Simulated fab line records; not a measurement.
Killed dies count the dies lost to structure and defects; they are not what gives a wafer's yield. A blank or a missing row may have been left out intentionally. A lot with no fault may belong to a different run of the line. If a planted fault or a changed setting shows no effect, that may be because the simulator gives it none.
Chamber matching ; flow nand_harc ; cmp-03 running NHARC_A_M0_CMP_23: 4 sister chambers
The step polishes, t overpolish 20 s, target thk 113.75 nm. 4 wafers are shown with their chamber, then 12 later ones without.

## WAFERS WITH THEIR CHAMBER
wafer;chamber;motor_current_A (A)
L087.2;0;12.4
L087.3;1;13.5
L087.5;3;13.1
L087.6;2;11.4

## WAFERS WITHOUT THEIR CHAMBER
wafer;motor_current_A (A)
L089.1;11.9
L089.2;12.8
L089.6;11.8
L091.4;11.4
L091.5;11.2
L091.6;13.1
L096.1;15.0
L096.2;12.3
L096.3;11.1
L097.3;11.6
L097.4;11.7
L097.6;14.2

## EACH ONE'S CHAMBER
wafer;from the rows above;in truth
L089.1;can't be placed: 0 or 2 or 3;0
L089.2;can't be placed: 3 or 0 or 1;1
L089.6;can't be placed: 2 or 0 or 3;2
L091.4;can't be placed: 2 or 0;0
L091.5;can't be placed: 2 or 0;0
L091.6;can't be placed: 3 or 1 or 0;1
L096.1;can't be placed: 1 or 3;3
L096.2;can't be placed: 0 or 3 or 2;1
L096.3;can't be placed: 2 or 0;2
L097.3;can't be placed: 2 or 0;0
L097.4;can't be placed: 2 or 0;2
L097.6;can't be placed: 1 or 3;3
Correct placement for 0 of the 12. Not placeable from these rows: 12 (in 11, the candidates include the true chamber). Number placed wrongly: 0.
How it was worked out, from the rows above alone: a wafer's distance from a chamber is the root of the sum, over the readings, of the square of ((its reading less the chamber's mean) divided by the reading's scatter). If the next closest chamber is less than 2 further off than the closest, the wafer can't be placed; otherwise it belongs to the closest. Each chamber's mean is taken over the wafers shown for it. The scatter: with one shown wafer a chamber, the root of the mean of the squares of how far each hidden wafer lies from its nearest shown one.
